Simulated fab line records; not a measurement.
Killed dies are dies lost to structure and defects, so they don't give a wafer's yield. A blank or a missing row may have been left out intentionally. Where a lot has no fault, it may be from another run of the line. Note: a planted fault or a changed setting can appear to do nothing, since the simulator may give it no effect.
Chamber matching -- flow nandHarc -- NHARC_A_WL_FILL_ETCHBACK_16 on rieDiel-01: 4 sister chambers
The step etches the open film in C4F8/O2/Ar, target depth 120 nm, time 24 s. 7 wafers are shown with their chamber, then 7 later ones without.

EACH WAFER AND ITS CHAMBER
wafer,chamber,rfVppV (V),oesProductAu (a.u.)
L257.4,2,719,0.97
L266.2,3,717,0.94
L266.6,3,715,0.94
L268.2,0,721,0.99
L268.6,1,719,1.01
L267.1,1,718,1.02
L267.3,0,722,0.99

WAFERS WHOSE CHAMBER IS MISSING
wafer,rfVppV (V),oesProductAu (a.u.)
L267.4,719,1.00
L277.1,717,1.00
L277.4,718,0.99
L277.6,717,1.00
L278.1,718,1.02
L278.3,721,0.99
L278.4,716,0.99

THE CHAMBER EACH PASSED THROUGH
wafer,from the rows above,in truth
L267.4,can't be placed: 0 or 1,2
L277.1,can't be placed: 1 or 0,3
L277.4,can't be placed: 0 or 2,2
L277.6,can't be placed: 1 or 0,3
L278.1,1,1
L278.3,0,0
L278.4,can't be placed: 0 or 2 or 1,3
2 of 7 placed correctly. Unplaceable from these rows: 5, with the true chamber sitting among the candidates in 1. 0 placed wrongly.
How it was worked out, from the rows above alone: a wafer's distance from a chamber is the root of the sum, over the readings, of the square of ((its reading less the chamber's mean) divided by the reading's scatter). If the next closest chamber is less than 2 further off than the closest, the wafer can't be placed; otherwise it belongs to the closest. For every chamber, the mean is computed from those of its wafers that are shown. The scatter: the root of (the sum of the squares of (reading less its chamber's mean) over the shown wafers, divided by (wafers less chambers)).
